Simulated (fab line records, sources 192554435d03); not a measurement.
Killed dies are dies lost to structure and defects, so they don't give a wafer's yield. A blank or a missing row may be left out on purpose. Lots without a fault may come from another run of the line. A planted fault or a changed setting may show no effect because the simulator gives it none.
Which tool did it? | flow n5_finfet | 8 lots, 24 wafers sampled, at 6 steps of a route of 1938

WHAT THE GAUGES READ, wafer by wafer
N5_BEOL_M1_CD_MEAS_18: pitch 36 nm, target cd 18 nm.
lot  | measured     | on        | cd_nm (nm)
L281 | day 6 09:49  | cd_sem-01 | 17.3 17.6 17.4
L290 | day 8 15:26  | cd_sem-01 | 17.3 17.6 17.9
L291 | day 9 08:54  | cd_sem-03 | 17.2 17.8 18.1
L294 | day 9 20:48  | cd_sem-03 | 17.6 18.6 18.4
L295 | day 10 02:30 | cd_sem-02 | 17.8 18.1 17.8
L297 | day 10 08:00 | cd_sem-03 | 17.5 18.0 17.9
L299 | day 11 05:09 | cd_sem-01 | 18.2 17.8 18.2
L303 | day 12 01:07 | cd_sem-02 | 17.7 17.9 18.0

N5_BEOL_M1_OCD_MEAS_38.
lot  | measured     | on     | trench_depth_nm (nm)
L281 | day 6 12:02  | ocd-01 | 54.1 53.8 54.2
L290 | day 8 18:31  | ocd-02 | 55.2 55.4 53.0
L291 | day 9 12:17  | ocd-02 | 55.7 53.6 55.8
L294 | day 10 01:24 | ocd-01 | 55.0 54.9 55.0
L295 | day 10 03:58 | ocd-01 | 55.7 54.3 54.1
L297 | day 10 09:35 | ocd-01 | 66.7 55.1 54.0
L299 | day 11 07:53 | ocd-01 | 55.5 56.8 55.6
L303 | day 12 02:56 | ocd-02 | 55.4 53.7 53.7

N5_BEOL_M4_RC_MEAS_101.
lot  | measured     | on        | DIBL_N (mV/V)  | DIBL_P (mV/V)  | IOFF_N (nA/um) | IOFF_P (nA/um) | ION_N (uA/um) | ION_P (uA/um) | SS_N (mV/dec)  | SS_P (mV/dec)  | VT_N (mV)   | VT_P (mV)
L281 | day 8 01:22  | prober-02 | 36.7 36.4 33.9 | 37.2 37.7 34.4 | 0.17 0.16 0.13 | 0.23 0.23 0.18 | 665 687 668   | 465 468 465   | 71.8 72.2 71.1 | 73.2 73.8 72.9 | 250 250 252 | -248 -247 -250
L290 | day 10 10:41 | prober-02 | 38.8 34.4 37.4 | 41.1 35.3 38.8 | 0.20 0.12 0.18 | 0.27 0.17 0.23 | 688 658 693   | 473 454 465   | 71.6 70.9 71.7 | 74.6 72.6 73.9 | 245 252 247 | -250 -256 -253
L291 | day 11 02:49 | prober-01 | 34.7 34.1 33.1 | 35.4 35.4 34.1 | 0.14 0.14 0.11 | 0.20 0.21 0.18 | 669 676 649   | 461 460 456   | 70.6 70.5 70.7 | 72.9 72.9 73.4 | 253 250 256 | -251 -247 -251
L294 | day 11 07:01 | prober-02 | 38.6 34.5 37.6 | 41.4 36.3 40.2 | 0.21 0.13 0.18 | 0.26 0.18 0.23 | 679 668 681   | 467 460 464   | 72.2 71.0 71.9 | 74.4 72.3 73.9 | 246 253 247 | -249 -252 -254
L295 | day 11 09:05 | prober-01 | 35.3 33.8 33.4 | 37.0 34.9 34.9 | 0.17 0.14 0.13 | 0.18 0.15 0.15 | 685 671 654   | 454 444 442   | 71.2 71.3 70.9 | 73.0 73.1 72.6 | 249 250 250 | -258 -260 -259
L297 | day 12 00:05 | prober-02 | 37.1 35.6 34.8 | 37.9 35.9 34.4 | 0.17 0.15 0.13 | 0.21 0.17 0.16 | 678 657 667   | 463 450 454   | 71.4 71.7 71.3 | 73.3 73.1 72.4 | 248 248 251 | -251 -254 -255
L299 | day 12 18:07 | prober-02 | 36.1 34.3 35.9 | 38.3 35.7 37.9 | 0.17 0.14 0.17 | 0.23 0.19 0.22 | 681 670 683   | 468 466 465   | 71.4 70.0 70.7 | 73.1 73.2 73.0 | 244 251 248 | -250 -252 -250
L303 | day 13 08:45 | prober-02 | 37.0 35.7 37.2 | 35.9 34.2 37.3 | 0.16 0.13 0.17 | 0.21 0.19 0.23 | 680 666 684   | 465 460 469   | 71.2 69.8 71.0 | 72.9 72.2 73.9 | 249 254 249 | -253 -250 -247

WHICH TOOL RAN EACH LOT (tool, then ch and the chambers of the sampled wafers, then the start)
lot  | N5_BEOL_M1_HM_OPEN_17             | N5_BEOL_M1_ETCH_77                 | N5_BEOL_M1_TRENCH_ETCH_37
L281 | rie_metal-01 ch 0,1, day 6 09:38  | rie_diel-03 ch 0,3, day 6 10:46    | rie_diel-03 ch 1,3, day 6 11:53
L290 | rie_metal-03 ch 0,1, day 8 15:15  | rie_diel-03 ch 0,2,3, day 8 16:02  | rie_diel-02 ch 1,2,3, day 8 18:21
L291 | rie_metal-01 ch 0,1, day 9 08:44  | rie_diel-02 ch 0,1,3, day 9 09:22  | rie_diel-02 ch 2,3, day 9 12:08
L294 | rie_metal-01 ch 0,1, day 9 20:39  | rie_diel-03 ch 1,3, day 9 21:17    | rie_diel-03 ch 1,2, day 10 01:14
L295 | rie_metal-01 ch 0,1, day 10 02:19 | rie_diel-01 ch 2,3, day 10 03:18   | rie_diel-01 ch 1,2,3, day 10 03:48
L297 | rie_metal-01 ch 0,1, day 10 07:51 | rie_diel-03 ch 1,3, day 10 08:59   | rie_diel-02 ch 0,2,3, day 10 09:26
L299 | rie_metal-02 ch 0,1, day 11 04:58 | rie_diel-01 ch 0,2,3, day 11 05:46 | rie_diel-01 ch 0,1, day 11 07:44
L303 | rie_metal-01 ch 0,1, day 12 00:40 | rie_diel-03 ch 0,2, day 12 01:35   | rie_diel-03 ch 0,2,3, day 12 02:47
- N5_BEOL_M1_HM_OPEN_17: chemistry Cl2/BCl3, target TiN, target depth 20 nm, overetch 6 nm.
- N5_BEOL_M1_ETCH_77: etches underlayer in N2/H2, target depth 6.5 nm, time 5.2 s.
- N5_BEOL_M1_TRENCH_ETCH_37: etches SiOC in C4F6/O2, target depth 55.207 nm, time 29 s.

WHAT THE TOOLS THEMSELVES READ (means of the sampled wafers that have a number; where no wafer has one, the mark that the record gives instead)
N5_BEOL_M1_HM_OPEN_17.
lot  | tool         | drypump_motor_current_A (A) | oes_product_au (a.u.) | throttle_valve_pct (%)
L281 | rie_metal-01 | 5.3                         | 0.48                  | 22.45
L290 | rie_metal-03 | 5.5                         | 0.58                  | 22.52
L291 | rie_metal-01 | 5.4                         | 0.79                  | 21.99
L294 | rie_metal-01 | 5.4                         | 0.80                  | 22.00
L295 | rie_metal-01 | 5.3                         | 0.79                  | 22.06
L297 | rie_metal-01 | 5.4                         | 0.78                  | 22.01
L299 | rie_metal-02 | 5.3                         | 0.62                  | 22.29
L303 | rie_metal-01 | 5.4                         | 0.76                  | 22.00

N5_BEOL_M1_ETCH_77.
lot  | tool        | drypump_motor_current_A (A) | etch_rf_on_time_s (s) | oes_product_au (a.u.) | rf_fwd_power_W (W) | rf_vpp_V (V) | showerhead_plenum_p_Torr (Torr) | throttle_valve_pct (%)
L281 | rie_diel-03 | 6.5                         | 5.33                  | 0.64                  | 822.1              | 525.1        | 2.60                            | 18.02
L290 | rie_diel-03 | 5.8                         | 5.31                  | 0.66                  | 820.3              | 524.0        | 2.56                            | 17.89
L291 | rie_diel-02 | 5.5                         | 5.15                  | 0.68                  | 818.8              | 526.9        | 2.62                            | 17.67
L294 | rie_diel-03 | 6.0                         | 5.27                  | 0.60                  | 819.6              | 526.9        | 2.64                            | 18.04
L295 | rie_diel-01 | 6.1                         | 5.32                  | 0.61                  | 819.8              | 523.2        | 2.56                            | 17.80
L297 | rie_diel-03 | 6.0                         | 5.24                  | 0.61                  | 821.8              | 525.9        | 2.63                            | 18.06
L299 | rie_diel-01 | 5.9                         | 5.12                  | 0.66                  | 819.2              | 523.9        | 2.57                            | 17.78
L303 | rie_diel-03 | 6.1                         | 5.37                  | 0.65                  | 820.9              | 522.4        | 2.53                            | 17.90

N5_BEOL_M1_TRENCH_ETCH_37.
lot  | tool        | C4F6_flow_sccm (sccm) | drypump_motor_current_A (A) | oes_f_703_au (a.u.) | oes_o_777_au (a.u.) | oes_product_au (a.u.) | rf_fwd_power_W (W) | rf_vpp_V (V) | showerhead_plenum_p_Torr (Torr) | throttle_valve_pct (%)
L281 | rie_diel-03 | 9.982                 | 5.9                         | 0.72                | 0.72                | 0.72                  | 350.1              | 677          | 2.95                            | 20.95
L290 | rie_diel-02 | 10.006                | 5.9                         | 0.83                | 0.83                | 0.81                  | 350.4              | 650          | 2.90                            | 20.71
L291 | rie_diel-02 | 10.002                | 5.9                         | 0.89                | 0.89                | 0.88                  | 351.0              | 643          | 2.97                            | 20.73
L294 | rie_diel-03 | 10.051                | 5.7                         | 0.75                | 0.75                | 0.78                  | 350.2              | 659          | 2.92                            | 20.98
L295 | rie_diel-01 | 9.982                 | 6.0                         | 0.75                | 0.77                | 0.76                  | 349.3              | 683          | 2.92                            | 20.68
L297 | rie_diel-02 | 9.973                 | 5.7                         | 0.95                | 0.93                | 0.80                  | 422.0              | 600          | 2.92                            | 20.87
L299 | rie_diel-01 | 10.005                | 5.9                         | 0.84                | 0.84                | 0.85                  | 351.1              | 678          | 2.96                            | 20.79
L303 | rie_diel-03 | 10.028                | 5.8                         | 0.75                | 0.75                | 0.75                  | 350.1              | 665          | 2.86                            | 20.93

THE ANSWER, worked out from the rows above alone
Rule: what is usual is taken from the lots themselves. Put in order of their means at a reading, lots are off if they are a third of the lots or fewer, leave a main group of 4 or more, and stand apart from it by a gap of 3 or more times the standard deviation of the main group's means; of several such gaps the widest counts. A main group whose means are all the same, to the digits that the tables above print for the reading, isn't used. A lot without any number at a reading at which 4 lots or more have one is off too. The other lots that the step has rows for count as sound. The gauges are gone through in route order, then the tools' own readings, and for those a lot's mean is taken as printed above. The first step at which some lot is off is used, and at that step the reading that is off furthest; a lot without a number counts as furthest.
Off: L297, at N5_BEOL_M1_OCD_MEAS_38 (trench_depth_nm). The main group: mean 54.8 nm, standard deviation 0.58.
A tool fits if, at a process step before that reading, it ran every lot that is off, and no sound lot after the first of them. The gauges at N5_BEOL_M1_OCD_MEAS_38 aren't tried: what is off there is off at N5_BEOL_M1_TRENCH_ETCH_37 too, on other tools, and a gauge's error can't cause that. One fits: rie_diel-02 at N5_BEOL_M1_TRENCH_ETCH_37. Its last sound lot is L291 (day 9 12:08), its first lot that is off L297 (day 10 09:26): a fault that began between those two fits.
The tool's own readings at N5_BEOL_M1_TRENCH_ETCH_37 bear it out: on the lots that are off they differ by more than 5 times the standard deviation of the sound lots' means. rf_fwd_power_W reads 422.0 W there against 350.3 W on the sound lots.

WHAT THE SIMULATOR HAD PUT IN
Process parameter drift: rie_diel-02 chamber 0, from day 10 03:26 on, at N5_BEOL_M1_TRENCH_ETCH_37. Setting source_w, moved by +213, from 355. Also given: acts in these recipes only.
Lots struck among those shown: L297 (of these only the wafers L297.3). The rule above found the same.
